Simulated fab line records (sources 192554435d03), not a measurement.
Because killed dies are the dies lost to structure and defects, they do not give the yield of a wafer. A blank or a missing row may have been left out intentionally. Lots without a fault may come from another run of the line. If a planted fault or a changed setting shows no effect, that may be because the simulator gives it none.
Lot-split experiment || flow n5 finfet || 21 wafers read from 7 lots, route of 1938 steps

== ON THE SPLIT ==
At N5_BEOL_M5_ILD_DEP_00 (deposits SiCOH lowk from DEMS/porogen, target thk 140.64 nm, time 25.9 s), the setting time s was moved away from the recipe's 25.9 s on 5 of the 21 wafers read, by -14.7% to +10.6%. The other wafers ran this setting at the recipe's value.

== FROM SPLIT TO READING: 1 step shown by the file between the two ==
- N5_BEOL_M5_CURE_79: cures SiCOH lowk, time 240 s

== THE READING ==
M5_ILD_THK at N5_BEOL_M5_THK_MEAS_01, in nm. Typical for fault-free wafers on this fab line: 121.0 nm, with standard deviation 1.8 nm.

{"wafer": "L074.1", "tool, chamber at the split": "pecvd-01, 0", "time s as run, s": 25.9, "against the recipe": "recipe", "M5_ILD_THK, nm": 117.4, "against lot-mates on the recipe": "-"}
{"wafer": "L074.2", "tool, chamber at the split": "pecvd-01, 2", "time s as run, s": 25.9, "against the recipe": "recipe", "M5_ILD_THK, nm": 117.9, "against lot-mates on the recipe": "-"}
{"wafer": "L074.5", "tool, chamber at the split": "pecvd-01, 0", "time s as run, s": 22.1, "against the recipe": "-14.7%", "M5_ILD_THK, nm": 100.8, "against lot-mates on the recipe": -16.9}
{"wafer": "L081.1", "tool, chamber at the split": "pecvd-03, 2", "time s as run, s": 25.9, "against the recipe": "recipe", "M5_ILD_THK, nm": 118.8, "against lot-mates on the recipe": "-"}
{"wafer": "L081.5", "tool, chamber at the split": "pecvd-03, 1", "time s as run, s": 25.9, "against the recipe": "recipe", "M5_ILD_THK, nm": 121.9, "against lot-mates on the recipe": "-"}
{"wafer": "L081.6", "tool, chamber at the split": "pecvd-03, 2", "time s as run, s": 25.9, "against the recipe": "recipe", "M5_ILD_THK, nm": 120.1, "against lot-mates on the recipe": "-"}
{"wafer": "L089.3", "tool, chamber at the split": "pecvd-01, 0", "time s as run, s": 25.9, "against the recipe": "recipe", "M5_ILD_THK, nm": 120.1, "against lot-mates on the recipe": "-"}
{"wafer": "L089.5", "tool, chamber at the split": "pecvd-01, 1", "time s as run, s": 25.9, "against the recipe": "recipe", "M5_ILD_THK, nm": 123.1, "against lot-mates on the recipe": "-"}
{"wafer": "L089.6", "tool, chamber at the split": "pecvd-01, 0", "time s as run, s": 25.9, "against the recipe": "recipe", "M5_ILD_THK, nm": 122.2, "against lot-mates on the recipe": "-"}
{"wafer": "L090.1", "tool, chamber at the split": "pecvd-03, 1", "time s as run, s": 25.9, "against the recipe": "recipe", "M5_ILD_THK, nm": 121.5, "against lot-mates on the recipe": "-"}
{"wafer": "L090.2", "tool, chamber at the split": "pecvd-03, 2", "time s as run, s": 25.9, "against the recipe": "recipe", "M5_ILD_THK, nm": 117.7, "against lot-mates on the recipe": "-"}
{"wafer": "L090.4", "tool, chamber at the split": "pecvd-03, 1", "time s as run, s": 25.9, "against the recipe": "recipe", "M5_ILD_THK, nm": 121.6, "against lot-mates on the recipe": "-"}
{"wafer": "L091.2", "tool, chamber at the split": "pecvd-01, 2", "time s as run, s": 25.9, "against the recipe": "recipe", "M5_ILD_THK, nm": 122.2, "against lot-mates on the recipe": "-"}
{"wafer": "L091.3", "tool, chamber at the split": "pecvd-01, 1", "time s as run, s": 25.9, "against the recipe": "recipe", "M5_ILD_THK, nm": 120.6, "against lot-mates on the recipe": "-"}
{"wafer": "L091.4", "tool, chamber at the split": "pecvd-01, 2", "time s as run, s": 28.65, "against the recipe": "+10.6%", "M5_ILD_THK, nm": 136.4, "against lot-mates on the recipe": "+15.0"}
{"wafer": "L093.1", "tool, chamber at the split": "pecvd-01, 0", "time s as run, s": 25.9, "against the recipe": "recipe", "M5_ILD_THK, nm": 118.4, "against lot-mates on the recipe": "-"}
{"wafer": "L093.3", "tool, chamber at the split": "pecvd-01, 1", "time s as run, s": 25.9, "against the recipe": "recipe", "M5_ILD_THK, nm": 120.1, "against lot-mates on the recipe": "-"}
{"wafer": "L093.4", "tool, chamber at the split": "pecvd-01, 0", "time s as run, s": 24.52, "against the recipe": "-5.3%", "M5_ILD_THK, nm": 114.4, "against lot-mates on the recipe": -4.8}
{"wafer": "L096.2", "tool, chamber at the split": "pecvd-03, 0", "time s as run, s": 23.79, "against the recipe": "-8.1%", "M5_ILD_THK, nm": 110.6, "against lot-mates on the recipe": -10.6}
{"wafer": "L096.3", "tool, chamber at the split": "pecvd-03, 2", "time s as run, s": 23.79, "against the recipe": "-8.1%", "M5_ILD_THK, nm": 108.3, "against lot-mates on the recipe": -12.9}
{"wafer": "L096.5", "tool, chamber at the split": "pecvd-03, 0", "time s as run, s": 25.9, "against the recipe": "recipe", "M5_ILD_THK, nm": 121.2, "against lot-mates on the recipe": "-"}

THE FIT
A straight line over all 21 wafers: M5_ILD_THK changes by +1.37 nm for each +1% of time s; r = +0.97; the points scatter about the line by 1.7 nm.
The same after taking each lot's own level away (the mean of its wafers on the recipe; 21 wafers): +1.28 nm for each +1%; r = +0.98; scatter 1.4 nm.
On that fit, the largest move of time s shifts the reading by 19 nm.
Across the lots, their own levels run from 117.65 to 121.80 nm, a range of 2.3 times the standard deviation given above.
So the lot-to-lot level changes the slope little: the two slopes agree.
Check: with one of the wafers moved furthest among these (-14.7%) left out of the fit, the line predicts -20.1 nm for it against its lot-mates. Against them it came out at -16.9 nm.

== FURTHER SPLITS ON THESE WAFERS ==
Before the reading, these wafers also passed through other splits. Each is held against what the fit with the lots' levels taken away leaves over:
{"other split on the same wafers": "N5_BEOL_M3_EXPOSE_25 dose mj", "wafers away from the commonest value": 6, "r with M5_ILD_THK (lot level and that fit taken away)": -0.22}

== THE WHOLE CHAIN: every reading that the file lists as answering this split, in the file's order ==
{"step": "N5_BEOL_M5_ILD_DEP_00", "what it does": "deposits SiCOH lowk from DEMS/porogen, target thk 140.64 nm, time 25.9 s", "reading": "SiCOH_lowk_of_BEOL_M5_ILD_DEP_00.thk nm (the simulator's own value, which no gauge read)", "change (the file's fit)": "+1.44 nm for each +1% of the setting", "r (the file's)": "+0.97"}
{"step": "N5_BEOL_M5_CURE_79", "what it does": "cures SiCOH lowk, time 240 s", "reading": "SiCOH_lowk_of_BEOL_M5_ILD_DEP_00.thk nm (the simulator's own value, which no gauge read)", "change (the file's fit)": "+1.25 nm for each +1% of the setting", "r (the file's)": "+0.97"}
{"step": "N5_BEOL_M5_THK_MEAS_01", "what it does": "", "reading": "M5_ILD_THK", "change (the file's fit)": "+1.25 for each +1% of the setting", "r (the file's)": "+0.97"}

== THE FILE'S OWN FIT ==
M5_ILD_THK changes by +1.25 nm for each +1% of time s, r = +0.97.
